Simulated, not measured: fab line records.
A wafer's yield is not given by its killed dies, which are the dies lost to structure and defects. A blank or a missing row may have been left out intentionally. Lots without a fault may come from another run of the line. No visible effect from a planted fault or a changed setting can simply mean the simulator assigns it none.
Chamber matching || flow n5_finfet || N5_MOL_CONTACT_COAG_CMP_52 on cmp-04: 4 sister chambers
The step polishes, stops on SiO2, t overpolish 1.5 s, target thk 66.5 nm. 18 wafers are shown with their chamber, then 9 later ones without.

EACH WAFER AND ITS CHAMBER
{"wafer": "L074.1", "chamber": 0, "motor_current_A (A)": 12.1, "time_to_endpoint_s (s)": 12.7, "overpolish_run_s (s)": 1.495}
{"wafer": "L074.3", "chamber": 2, "motor_current_A (A)": 10.4, "time_to_endpoint_s (s)": 11.3, "overpolish_run_s (s)": 1.511}
{"wafer": "L074.6", "chamber": 2, "motor_current_A (A)": 9.9, "time_to_endpoint_s (s)": 11.4, "overpolish_run_s (s)": 1.495}
{"wafer": "L075.1", "chamber": 3, "motor_current_A (A)": 14.6, "time_to_endpoint_s (s)": 15.5, "overpolish_run_s (s)": 1.505}
{"wafer": "L075.3", "chamber": 1, "motor_current_A (A)": 12.2, "time_to_endpoint_s (s)": 11.9, "overpolish_run_s (s)": 1.499}
{"wafer": "L075.4", "chamber": 2, "motor_current_A (A)": 10.2, "time_to_endpoint_s (s)": 13.8, "overpolish_run_s (s)": 1.497}
{"wafer": "L076.1", "chamber": 3, "motor_current_A (A)": 14.0, "time_to_endpoint_s (s)": 17.0, "overpolish_run_s (s)": 1.503}
{"wafer": "L076.4", "chamber": 1, "motor_current_A (A)": 11.9, "time_to_endpoint_s (s)": 11.9, "overpolish_run_s (s)": 1.503}
{"wafer": "L076.6", "chamber": 2, "motor_current_A (A)": 10.6, "time_to_endpoint_s (s)": 11.4, "overpolish_run_s (s)": 1.514}
{"wafer": "L077.2", "chamber": 3, "motor_current_A (A)": 13.7, "time_to_endpoint_s (s)": 15.8, "overpolish_run_s (s)": 1.498}
{"wafer": "L077.5", "chamber": 3, "motor_current_A (A)": 13.5, "time_to_endpoint_s (s)": 15.6, "overpolish_run_s (s)": 1.498}
{"wafer": "L077.6", "chamber": 0, "motor_current_A (A)": 11.6, "time_to_endpoint_s (s)": 14.9, "overpolish_run_s (s)": 1.501}
{"wafer": "L083.1", "chamber": 3, "motor_current_A (A)": 14.1, "time_to_endpoint_s (s)": 19.1, "overpolish_run_s (s)": 1.495}
{"wafer": "L083.2", "chamber": 1, "motor_current_A (A)": 11.9, "time_to_endpoint_s (s)": 14.0, "overpolish_run_s (s)": 1.514}
{"wafer": "L083.4", "chamber": 0, "motor_current_A (A)": 12.2, "time_to_endpoint_s (s)": 13.9, "overpolish_run_s (s)": 1.500}
{"wafer": "L085.1", "chamber": 2, "motor_current_A (A)": 10.6, "time_to_endpoint_s (s)": 10.3, "overpolish_run_s (s)": 1.502}
{"wafer": "L085.3", "chamber": 1, "motor_current_A (A)": 13.1, "time_to_endpoint_s (s)": 12.7, "overpolish_run_s (s)": 1.513}
{"wafer": "L085.4", "chamber": 3, "motor_current_A (A)": 14.3, "time_to_endpoint_s (s)": 16.3, "overpolish_run_s (s)": 1.492}

SIGNATURES, as means of the wafers listed above
{"reading": "motor_current_A", "chamber 0": 11.967, "chamber 1": 12.275, "chamber 2": 10.340, "chamber 3": 14.033, "scatter within a chamber": 0.407}
{"reading": "time_to_endpoint_s", "chamber 0": 13.833, "chamber 1": 12.625, "chamber 2": 11.640, "chamber 3": 16.550, "scatter within a chamber": 1.24}
{"reading": "overpolish_run_s", "chamber 0": 1.49867, "chamber 1": 1.50725, "chamber 2": 1.50380, "chamber 3": 1.49850, "scatter within a chamber": 0.00647}
Rule: distance of a wafer from a chamber = root of the sum over the readings of ((wafer's reading minus chamber's mean) / reading's scatter) squared. The wafer belongs to the nearest chamber; if the next one is less than 2 further off, it can't be placed. How the scatter is found: for the shown wafers, subtract from each reading the mean of its chamber, square and add these, divide the total by (wafers less chambers), then take the root.

WAFERS WITH NO CHAMBER GIVEN
{"wafer": "L090.2", "motor_current_A (A)": 14.2, "time_to_endpoint_s (s)": 15.5, "overpolish_run_s (s)": 1.498}
{"wafer": "L090.4", "motor_current_A (A)": 11.7, "time_to_endpoint_s (s)": 9.8, "overpolish_run_s (s)": 1.519}
{"wafer": "L090.5", "motor_current_A (A)": 11.1, "time_to_endpoint_s (s)": 9.9, "overpolish_run_s (s)": 1.495}
{"wafer": "L094.1", "motor_current_A (A)": 12.1, "time_to_endpoint_s (s)": 12.6, "overpolish_run_s (s)": 1.517}
{"wafer": "L094.2", "motor_current_A (A)": 11.1, "time_to_endpoint_s (s)": 11.8, "overpolish_run_s (s)": 1.512}
{"wafer": "L094.5", "motor_current_A (A)": 11.9, "time_to_endpoint_s (s)": 12.7, "overpolish_run_s (s)": 1.505}
{"wafer": "L097.2", "motor_current_A (A)": 11.7, "time_to_endpoint_s (s)": 12.5, "overpolish_run_s (s)": 1.511}
{"wafer": "L097.3", "motor_current_A (A)": 11.8, "time_to_endpoint_s (s)": 14.4, "overpolish_run_s (s)": 1.487}
{"wafer": "L097.4", "motor_current_A (A)": 10.7, "time_to_endpoint_s (s)": 13.3, "overpolish_run_s (s)": 1.508}

CHAMBER TAKEN BY EACH
{"wafer": "L090.2", "from the rows above": 3, "in truth": 3}
{"wafer": "L090.4", "from the rows above": "can't be placed: 1 or 2 or 0", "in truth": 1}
{"wafer": "L090.5", "from the rows above": "can't be placed: 2 or 0 or 1", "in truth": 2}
{"wafer": "L094.1", "from the rows above": "can't be placed: 1 or 0", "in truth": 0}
{"wafer": "L094.2", "from the rows above": "can't be placed: 2 or 1 or 0", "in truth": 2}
{"wafer": "L094.5", "from the rows above": "can't be placed: 1 or 0", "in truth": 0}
{"wafer": "L097.2", "from the rows above": "can't be placed: 1 or 0", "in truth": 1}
{"wafer": "L097.3", "from the rows above": "can't be placed: 0 or 1", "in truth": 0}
{"wafer": "L097.4", "from the rows above": "can't be placed: 2 or 0", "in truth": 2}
Placed correctly: 1 of 9. Not placeable from these rows: 8 (in 8, the candidates include the true chamber). Number placed wrongly: 0.
